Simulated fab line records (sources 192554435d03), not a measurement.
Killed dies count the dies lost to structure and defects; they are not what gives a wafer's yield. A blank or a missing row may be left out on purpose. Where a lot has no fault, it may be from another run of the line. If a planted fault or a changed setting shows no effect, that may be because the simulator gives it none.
Which tool is to blame? | flow n5 finfet | Sampling: 24 lots, 72 wafers, 4 of 1938 route steps

## WHAT EACH GAUGE READ, for each wafer
N5_BEOL_M3_OCD_MEAS_38. Usual: trench depth nm at 55.1 nm, with a standard deviation of 1.3.
lot  | measured     | on     | trench depth nm (nm) | flag
L074 | day 7 04:20  | ocd-02 | 54.9 56.0 55.0       |
L075 | day 7 09:58  | ocd-02 | 57.1 57.4 58.6       |
L077 | day 7 18:31  | ocd-02 | 54.0 53.8 56.1       |
L076 | day 7 23:43  | ocd-02 | 55.1 55.5 54.6       |
L078 | day 8 17:02  | ocd-02 | 54.3 54.3 54.7       |
L079 | day 9 05:17  | ocd-02 | 55.5 57.7 54.7       |
L080 | day 9 13:14  | ocd-02 | 55.0 54.3 55.3       |
L082 | day 9 18:22  | ocd-01 | 54.9 54.7 54.6       |
L081 | day 9 17:35  | ocd-01 | 53.8 53.5 53.6       |
L083 | day 10 00:25 | ocd-01 | 56.8 55.1 57.6       |
L084 | day 10 04:19 | ocd-02 | 55.9 54.0 55.1       |
L086 | day 10 07:44 | ocd-02 | 56.7 55.8 57.9       |
L085 | day 10 10:45 | ocd-02 | 57.1 55.4 55.3       |
L088 | day 10 22:25 | ocd-01 | 54.2 53.8 52.8       |
L087 | day 11 05:12 | ocd-02 | 54.3 56.8 54.4       |
L089 | day 11 21:43 | ocd-01 | 55.7 53.8 54.0       |
L090 | day 11 13:37 | ocd-02 | 55.1 53.5 54.3       |
L091 | day 12 02:30 | ocd-02 | 55.4 54.1 54.5       |
L092 | day 12 04:57 | ocd-02 | 55.2 54.4 54.6       |
L093 | day 12 05:36 | ocd-02 | 54.1 54.1 56.8       |
L094 | day 12 21:47 | ocd-02 | 54.6 54.9 53.4       |
L095 | day 13 09:03 | ocd-02 | 54.5 57.0 54.0       |
L097 | day 13 14:08 | ocd-02 | 55.6 53.7 55.6       |
L096 | day 13 08:59 | ocd-02 | 58.0 58.7 55.5       |

## EACH LOT AND THE TOOL THAT RAN IT (in order: tool; ch and the chambers of the sampled wafers; start)
lot  | N5_BEOL_M2_SPUTTER_94        | N5_BEOL_M3_STRIP_66                | N5_BEOL_M3_VIA_ETCH_34
L074 | pvd sputter-03, day 6 23:55  | rie diel-05 ch 0,2,3, day 7 02:27  | rie diel-02 ch 0,1,3, day 7 04:04
L075 | pvd sputter-03, day 7 01:45  | rie diel-05 ch 1,2,3, day 7 05:09  | rie diel-03 ch 0,1, day 7 09:42
L077 | pvd sputter-03, day 7 10:40  | rie diel-03 ch 0,1,3, day 7 14:36  | rie diel-02 ch 0,1,2, day 7 18:16
L076 | pvd sputter-02, day 7 12:05  | rie diel-02 ch 1,2,3, day 7 15:25  | rie diel-05 ch 1,2,3, day 7 23:28
L078 | pvd sputter-03, day 7 20:40  | rie diel-05 ch 0,1,3, day 7 23:53  | rie diel-05 ch 0,1,2, day 8 16:47
L079 | pvd sputter-01, day 8 21:28  | rie diel-02 ch 0,1,2, day 9 00:52  | rie diel-03 ch 0,2,3, day 9 05:02
L080 | pvd sputter-01, day 9 07:29  | rie diel-05 ch 0,2,3, day 9 11:22  | rie diel-05 ch 0,2, day 9 12:59
L082 | pvd sputter-02, day 9 10:04  | rie diel-05 ch 0,2, day 9 12:38    | rie diel-05 ch 2,3, day 9 18:06
L081 | pvd sputter-01, day 9 11:16  | rie diel-05 ch 0,2,3, day 9 14:21  | rie diel-02 ch 0,2,3, day 9 17:20
L083 | pvd sputter-02, day 9 15:05  | rie diel-02 ch 0,1, day 9 18:22    | rie diel-03 ch 0,1,2, day 10 00:10
L084 | pvd sputter-03, day 9 20:38  | rie diel-05 ch 0,2, day 10 00:34   | rie diel-02 ch 0,1, day 10 04:04
L086 | pvd sputter-02, day 10 02:45 | rie diel-03 ch 1,3, day 10 05:47   | rie diel-03 ch 0,1,2, day 10 07:28
L085 | pvd sputter-02, day 10 04:35 | rie diel-03 ch 0,1,2, day 10 08:36 | rie diel-03 ch 1,3, day 10 10:30
L088 | pvd sputter-01, day 10 15:26 | rie diel-05 ch 0,1, day 10 19:23   | rie diel-05 ch 0,3, day 10 22:10
L087 | pvd sputter-02, day 10 17:51 | rie diel-02 ch 0,1, day 10 22:26   | rie diel-05 ch 1,2,3, day 11 04:56
L089 | pvd sputter-01, day 10 20:34 | rie diel-02 ch 1,3, day 10 23:39   | rie diel-02 ch 1,2, day 11 21:27
L090 | pvd sputter-01, day 11 03:11 | rie diel-02 ch 0,1,2, day 11 06:18 | rie diel-02 ch 1,2, day 11 13:21
L091 | pvd sputter-01, day 11 05:02 | rie diel-05 ch 0,1, day 11 09:22   | rie diel-02 ch 1,2,3, day 12 02:14
L092 | pvd sputter-01, day 11 11:01 | rie diel-03 ch 1,2,3, day 11 14:34 | rie diel-02 ch 1,3, day 12 04:41
L093 | pvd sputter-01, day 12 00:22 | rie diel-02 ch 2,3, day 12 03:17   | rie diel-05 ch 0,1, day 12 05:20
L094 | pvd sputter-01, day 12 13:17 | rie diel-03 ch 0,1,2, day 12 15:50 | rie diel-02 ch 2,3, day 12 21:32
L095 | pvd sputter-01, day 12 21:24 | rie diel-05 ch 1,2,3, day 13 00:47 | rie diel-02 ch 0,2, day 13 08:41
L097 | pvd sputter-01, day 13 03:02 | rie diel-02 ch 0, day 13 06:38     | rie diel-02 ch 0,2, day 13 13:52
L096 | pvd sputter-02, day 13 03:23 | rie diel-03 ch 2,3, day 13 06:19   | rie diel-03 ch 0,1,2, day 13 08:44
- N5_BEOL_M2_SPUTTER_94: material Cu, target thk 4.5 nm, time 8.29 s.
- N5_BEOL_M3_STRIP_66: strips in CF4.
- N5_BEOL_M3_VIA_ETCH_34: etches the open film in C4F6/O2, target depth 69.4 nm, time 65.9 s.

## WHAT THE TOOLS THEMSELVES READ (means of the sampled wafers that have a number; where no wafer has one, the mark that the record gives instead)
N5_BEOL_M2_SPUTTER_94. Usual: substrate temp c -20.00 C, standard deviation 0.11; susceptor temp C -19.99 C, standard deviation 0.1; throttle valve pct 29.8 %, standard deviation 0.97.
lot  | tool           | substrate temp c (C) | susceptor temp C (C) | throttle valve pct (%) | flag
L074 | pvd sputter-03 | -20.05               | -20.06               | 29.7                   |
L075 | pvd sputter-03 | -20.04               | -19.92               | 29.3                   |
L077 | pvd sputter-03 | -19.97               | -19.93               | 30.0                   |
L076 | pvd sputter-02 | -20.13               | -19.97               | 30.1                   |
L078 | pvd sputter-03 | -19.99               | -19.99               | 29.5                   |
L079 | pvd sputter-01 | -19.97               | -20.07               | 29.9                   |
L080 | pvd sputter-01 | -19.98               | -20.03               | 29.9                   |
L082 | pvd sputter-02 | -20.00               | -19.88               | 30.4                   |
L081 | pvd sputter-01 | -19.97               | -19.98               | 29.9                   |
L083 | pvd sputter-02 | -19.92               | -20.00               | 29.4                   |
L084 | pvd sputter-03 | -20.02               | -19.99               | 29.7                   |
L086 | pvd sputter-02 | -20.15               | -19.96               | 29.2                   |
L085 | pvd sputter-02 | -20.05               | -19.91               | 29.3                   |
L088 | pvd sputter-01 | -20.06               | -20.10               | 29.5                   |
L087 | pvd sputter-02 | -20.00               | -19.96               | 29.3                   |
L089 | pvd sputter-01 | -20.04               | -20.01               | 30.0                   |
L090 | pvd sputter-01 | -20.03               | -20.01               | 29.1                   |
L091 | pvd sputter-01 | -20.03               | -19.80               | 30.0                   |
L092 | pvd sputter-01 | -19.96               | -20.07               | 29.4                   |
L093 | pvd sputter-01 | -19.99               | -19.99               | 29.9                   |
L094 | pvd sputter-01 | -19.99               | -20.04               | 29.0                   |
L095 | pvd sputter-01 | -20.06               | -20.03               | 29.9                   |
L097 | pvd sputter-01 | -19.87               | -19.86               | 29.9                   |
L096 | pvd sputter-02 | -19.98               | -19.93               | 30.6                   |

N5_BEOL_M3_STRIP_66. Usual: drypump motor current A 5.9 A, standard deviation 0.55; oes product au 0.77 a.u., standard deviation 0.093; rf vpp V 271.4 V, standard deviation 1.4; showerhead plenum p Torr 1.80 Torr, standard deviation 0.051; throttle valve pct 13.54 %, standard deviation 0.24.
lot  | tool        | drypump motor current A (A) | oes product au (a.u.) | rf vpp V (V) | showerhead plenum p Torr (Torr) | throttle valve pct (%) | flag
L074 | rie diel-05 | 6.3                         | 0.74                  | 270.8        | 1.78                            | 13.50                  |
L075 | rie diel-05 | 5.9                         | 0.73                  | 271.5        | 1.82                            | 13.68                  |
L077 | rie diel-03 | 5.4                         | 0.81                  | 271.6        | 1.80                            | 13.66                  |
L076 | rie diel-02 | 6.1                         | 0.73                  | 270.9        | 1.79                            | 13.48                  |
L078 | rie diel-05 | 5.9                         | 0.72                  | 271.3        | 1.80                            | 13.61                  |
L079 | rie diel-02 | 5.8                         | 0.74                  | 271.0        | 1.79                            | 13.53                  |
L080 | rie diel-05 | 6.3                         | 0.73                  | 271.9        | 1.78                            | 13.53                  |
L082 | rie diel-05 | 6.6                         | 0.74                  | 270.5        | 1.76                            | 13.46                  |
L081 | rie diel-05 | 6.4                         | 0.73                  | 270.6        | 1.78                            | 13.54                  |
L083 | rie diel-02 | 5.6                         | 0.73                  | 272.1        | 1.84                            | 13.61                  |
L084 | rie diel-05 | 6.6                         | 0.74                  | 270.3        | 1.76                            | 13.47                  |
L086 | rie diel-03 | 5.1                         | 0.71                  | 271.2        | 1.80                            | 13.85                  |
L085 | rie diel-03 | 5.7                         | 0.85                  | 271.5        | 1.79                            | 13.65                  |
L088 | rie diel-05 | 5.7                         | 0.87                  | 271.0        | 1.78                            | 13.30                  |
L087 | rie diel-02 | 5.9                         | 0.76                  | 271.9        | 1.83                            | 13.47                  |
L089 | rie diel-02 | 6.3                         | 0.76                  | 271.7        | 1.84                            | 13.43                  |
L090 | rie diel-02 | 5.8                         | 0.81                  | 272.2        | 1.85                            | 13.39                  |
L091 | rie diel-05 | 5.7                         | 0.86                  | 271.7        | 1.78                            | 13.31                  |
L092 | rie diel-03 | 5.4                         | 0.78                  | 271.9        | 1.81                            | 13.69                  |
L093 | rie diel-02 | 6.0                         | 0.83                  | 272.6        | 1.87                            | 13.28                  |
L094 | rie diel-03 | 5.8                         | 0.83                  | 271.3        | 1.78                            | 13.69                  |
L095 | rie diel-05 | 5.9                         | 0.77                  | 271.4        | 1.81                            | 13.59                  |
L097 | rie diel-02 | 5.2                         | 0.95                  | 272.6        | 1.84                            | 13.28                  |
L096 | rie diel-03 | 5.6                         | 0.83                  | 271.6        | 1.82                            | 13.52                  |

N5_BEOL_M3_VIA_ETCH_34. Usual: bias w 170.1 W, standard deviation 0.53; drypump motor current A 5.9 A, standard deviation 0.52; oes product au 0.79 a.u., standard deviation 0.1; rf vpp V 672 V, standard deviation 7.6; showerhead plenum p Torr 2.89 Torr, standard deviation 0.087; throttle valve pct 30.8 %, standard deviation 0.31.
lot  | tool        | bias w (W) | drypump motor current A (A) | oes product au (a.u.) | rf vpp V (V) | showerhead plenum p Torr (Torr) | throttle valve pct (%) | flag
L074 | rie diel-02 | 170.2      | 5.9                         | 0.74                  | 673          | 2.91                            | 30.5                   |
L075 | rie diel-03 | 169.9      | 5.7                         | 0.93                  | 667          | 2.81                            | 30.9                   |
L077 | rie diel-02 | 170.1      | 5.8                         | 0.75                  | 668          | 2.84                            | 30.6                   |
L076 | rie diel-05 | 170.1      | 5.9                         | 0.72                  | 677          | 2.90                            | 30.9                   |
L078 | rie diel-05 | 170.1      | 6.2                         | 0.73                  | 679          | 2.84                            | 30.7                   |
L079 | rie diel-03 | 169.8      | 5.6                         | 0.88                  | 672          | 2.91                            | 31.1                   |
L080 | rie diel-05 | 170.3      | 6.6                         | 0.75                  | 670          | 2.80                            | 30.7                   |
L082 | rie diel-05 | 170.9      | 6.4                         | 0.73                  | 668          | 2.86                            | 30.9                   |
L081 | rie diel-02 | 170.2      | 5.8                         | 0.68                  | 666          | 2.85                            | 30.7                   |
L083 | rie diel-03 | 169.7      | 5.7                         | 0.88                  | 668          | 2.85                            | 31.1                   |
L084 | rie diel-02 | 171.1      | 5.9                         | 0.76                  | 673          | 2.89                            | 30.4                   |
L086 | rie diel-03 | 169.8      | 5.7                         | 0.86                  | 668          | 2.85                            | 31.1                   |
L085 | rie diel-03 | 169.9      | 5.0                         | 0.72                  | 678          | 2.94                            | 31.3                   |
L088 | rie diel-05 | 170.1      | 6.4                         | 0.72                  | 676          | 2.83                            | 30.9                   |
L087 | rie diel-05 | 169.8      | 5.9                         | 0.80                  | 677          | 2.89                            | 30.9                   |
L089 | rie diel-02 | 170.7      | 6.0                         | 0.87                  | 669          | 3.00                            | 30.7                   |
L090 | rie diel-02 | 169.6      | 6.2                         | 0.83                  | 671          | 2.94                            | 30.5                   |
L091 | rie diel-02 | 170.0      | 6.1                         | 0.79                  | 669          | 2.95                            | 30.6                   |
L092 | rie diel-02 | 169.8      | 6.2                         | 0.71                  | 671          | 2.90                            | 30.6                   |
L093 | rie diel-05 | 170.9      | 6.2                         | 0.79                  | 683          | 2.81                            | 30.8                   |
L094 | rie diel-02 | 169.9      | 6.1                         | 0.73                  | 668          | 2.96                            | 30.7                   |
L095 | rie diel-02 | 170.5      | 5.7                         | 0.91                  | 669          | 3.01                            | 30.8                   |
L097 | rie diel-02 | 170.0      | 5.4                         | 0.93                  | 670          | 2.96                            | 30.7                   |
L096 | rie diel-03 | 169.9      | 5.8                         | 0.84                  | 667          | 2.84                            | 31.1                   |

## THE ANSWER, worked out from the rows above alone
Rule: a lot is off if the mean of its wafers that have a number lies more than 3 standard deviations from the usual mean. Also off: a lot with no number at a reading for which 4 or more lots have one. The other lots that the step has rows for count as sound. First the gauges in route order, then the tools' own readings, where a lot's mean is used as printed above. At the first step where some lot is off, the reading lying furthest off is the one used; lots without a number count as furthest.
No lot is off at any reading shown: from this, nothing can be told.

## WHAT THE SIMULATOR PUT IN
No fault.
